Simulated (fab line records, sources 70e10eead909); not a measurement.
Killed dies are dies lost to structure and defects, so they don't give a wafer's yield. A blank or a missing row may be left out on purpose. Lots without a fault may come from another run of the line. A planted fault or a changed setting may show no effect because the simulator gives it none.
One fault seen from 2 desks | flow nand_harc | each desk has only its own numbers; what lay behind them comes last

THE TOOL OWNER'S DESK: pecvd_onon-04
The tool's own readings at NHARC_A_ONON_D1_DEP_25 (target thk 1000 nm): means of the sampled wafers that have a number, for each lot that ran on this tool. A lot is out of limits, marked OUT, if its mean lies more than 4 standard deviations from the usual mean; the brackets give that distance.
Columns: A = nh3_flow_sccm at NHARC_A_ONON_D1_DEP_25, usual 499.9 sccm; B = sih4_flow_sccm at NHARC_A_ONON_D1_DEP_25, usual 210.0 sccm
lot  | first seen here | A     | B
L737 | day 8 19:52     | 501.6 | 210.1
L740 | day 10 14:14    | 500.7 | 209.4
L742 | day 10 14:35    | 499.6 | 209.9
L743 | day 11 07:27    | 499.7 | 210.5
L744 | day 11 11:44    | 499.3 | 209.4
L745 | day 11 22:38    | 501.6 | 211.5
L746 | day 12 14:28    | 499.5 | 210.4
This desk's finding: nothing out of limits on any of the 7 lots.

THE METROLOGY DESK
What the gauges read, lot by lot, whatever tool the lot ran on: means of the sampled wafers that have a number. A lot is out of limits, marked OUT, if its mean lies more than 4 standard deviations from the usual mean; the brackets give that distance.
Columns: A = thk_nm at NHARC_A_SOURCE_PLATE_THK_MEAS_06, usual 199.6 nm; B = thk_nm at NHARC_A_ONON_D1_THK_MEAS_05, usual 997 nm; C = thk_nm at NHARC_A_ONON_D1_THK_MEAS_27, usual 1002 nm
lot  | first seen here | A     | B    | C
L736 | day 8 03:15     | 198.6 | 1007 | 1002
L737 | day 8 07:56     | 197.9 | 1014 | 1001
L738 | day 8 07:56     | 199.0 | 1000 | 1005
L739 | day 9 08:08     | 199.7 | 1013 | 1001
L740 | day 9 08:08     | 200.2 | 1010 | 985
L742 | day 10 03:29    | 197.6 | 982  | 1003
L743 | day 10 19:20    | 202.2 | 999  | 924 (-9.0) OUT
L744 | day 10 23:59    | 196.7 | 1010 | 933 (-7.9) OUT
L745 | day 11 06:50    | 201.7 | 991  | 933 (-7.9) OUT
L746 | day 12 02:14    | 200.8 | 988  | 914 (-10) OUT
L748 | day 12 09:11    | 200.8 | 980  | 996
L749 | day 13 06:05    | 196.6 | 983  | 1005
L750 | day 13 22:19    | 198.2 | 994  | 979
L751 | day 13 22:19    | 201.2 | 998  | 999
L752 | day 14 10:30    | 202.1 | 1010 | 1015
L757 | day 16 05:31    | 199.4 | 995  | 1018
This desk's finding: out of limits on L743, L744, L745, L746; first on L743, day 11 07:44 (thk_nm at NHARC_A_ONON_D1_THK_MEAS_27). In limits: L736, L737, L738, L739, L740, L742, L748, L749, L750, L751, L752, L757.

PUT TOGETHER
The metrology desk could have raised an alarm at day 11 07:44, on L743, L744, L745, L746.
The tool owner's desk saw nothing out of limits.
The tool owner's desk has L743, L744, L745, L746 on record, within its limits.
Of the lots named, all ran NHARC_A_ONON_D1_DEP_25 on pecvd_onon-04.

WHAT THE SIMULATOR HAD PUT IN
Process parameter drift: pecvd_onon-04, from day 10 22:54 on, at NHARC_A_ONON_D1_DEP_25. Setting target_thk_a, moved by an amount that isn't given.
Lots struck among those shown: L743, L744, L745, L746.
Hours from the fault's start to each desk's first reading out of limits: the metrology desk, 9.
